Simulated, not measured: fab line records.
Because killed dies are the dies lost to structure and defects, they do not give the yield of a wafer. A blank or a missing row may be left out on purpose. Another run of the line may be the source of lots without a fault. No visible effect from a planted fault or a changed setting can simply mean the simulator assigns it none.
Which tool was responsible? | flow nand_harc | 7 lots with 21 wafers sampled at 4 steps, on a route of 1302 steps

== WHAT EACH GAUGE READ, for each wafer ==
NHARC_END_SORT_01.
lot  | measured     | on        | defect_limited_yield (%)
L804 | day 25 12:50 | prober-02 | 86.3 84.6 87.4
L806 | day 25 21:40 | prober-01 | 93.6 94.4 95.4
L809 | day 27 20:25 | prober-02 | 92.9 91.9 90.3
L814 | day 29 06:58 | prober-01 | 93.4 94.2 94.7
L815 | day 30 06:06 | prober-02 | 86.3 87.7 85.7
L821 | day 32 05:35 | prober-02 | 89.5 91.3 88.5
L825 | day 34 09:34 | prober-01 | 90.7 88.8 87.3

== WHAT TOOL EACH LOT RAN ON (gives the tool, then ch and the chambers of the sampled wafers, and finally the start) ==
lot  | NHARC_A_CONTACT_ETCH_89                       | NHARC_A_CONTACT_ETCH_31            | NHARC_A_CONTACT_ETCH_138
L804 | rie_diel-11 ch 0,1,3, day 23 07:58 or earlier | rie_diel-11 ch 0,1, day 23 07:58   | har_cap_etch-02 ch 0,1, day 23 09:34
L806 | rie_diel-11 ch 0,1,3, day 23 20:28 or earlier | rie_diel-11 ch 0,2,3, day 23 20:28 | har_cap_etch-01 ch 0, day 23 21:54
L809 | rie_diel-11 ch 2,3, day 25 18:11 or earlier   | rie_diel-11 ch 1,2, day 25 18:11   | har_cap_etch-03 ch 0,1, day 25 19:49
L814 | rie_diel-11 ch 0,3, day 27 03:56 or earlier   | rie_diel-11 ch 0,1,2, day 27 03:56 | har_cap_etch-01 ch 0, day 27 05:29
L815 | rie_diel-06 ch 0,3, day 28 03:11 or earlier   | rie_diel-06 ch 1,2,3, day 28 03:11 | har_cap_etch-01 ch 0,1, day 28 04:34
L821 | rie_diel-04 ch 1,3, day 30 01:53 or earlier   | rie_diel-04 ch 1,2,3, day 30 01:53 | har_cap_etch-03 ch 0,1, day 30 03:26
L825 | rie_diel-04 ch 2,3, day 32 03:42 or earlier   | rie_diel-04 ch 1,2,3, day 32 03:42 | har_cap_etch-02 ch 0,1, day 32 05:12
- NHARC_A_CONTACT_ETCH_89: etches the open film in N2/H2, target depth 260 nm, time 475.3 s.
- NHARC_A_CONTACT_ETCH_31: etches the open film in O2/COS, target depth 2800 nm, time 728 s.
- NHARC_A_CONTACT_ETCH_138: etches the open film in C4F8/O2/Ar, time 311 s, target depth 1914 nm.

== THE ANSWER, worked out from the rows above alone ==
Rule: the usual values come from the lots themselves. Put in order of their means at a reading, lots are off if they are a third of the lots or fewer, leave a main group of 4 or more, and stand apart from it by a gap of 3 or more times the standard deviation of the main group's means; of several such gaps the widest counts. Not used: any main group whose means are identical at the precision the tables above print for the reading. Also off: a lot with no number at a reading for which 4 or more lots have one. All remaining lots with rows at the step are treated as sound.
None of the lots is off at any reading shown; this tells nothing.

== WHAT WAS PUT IN BY THE SIMULATOR ==
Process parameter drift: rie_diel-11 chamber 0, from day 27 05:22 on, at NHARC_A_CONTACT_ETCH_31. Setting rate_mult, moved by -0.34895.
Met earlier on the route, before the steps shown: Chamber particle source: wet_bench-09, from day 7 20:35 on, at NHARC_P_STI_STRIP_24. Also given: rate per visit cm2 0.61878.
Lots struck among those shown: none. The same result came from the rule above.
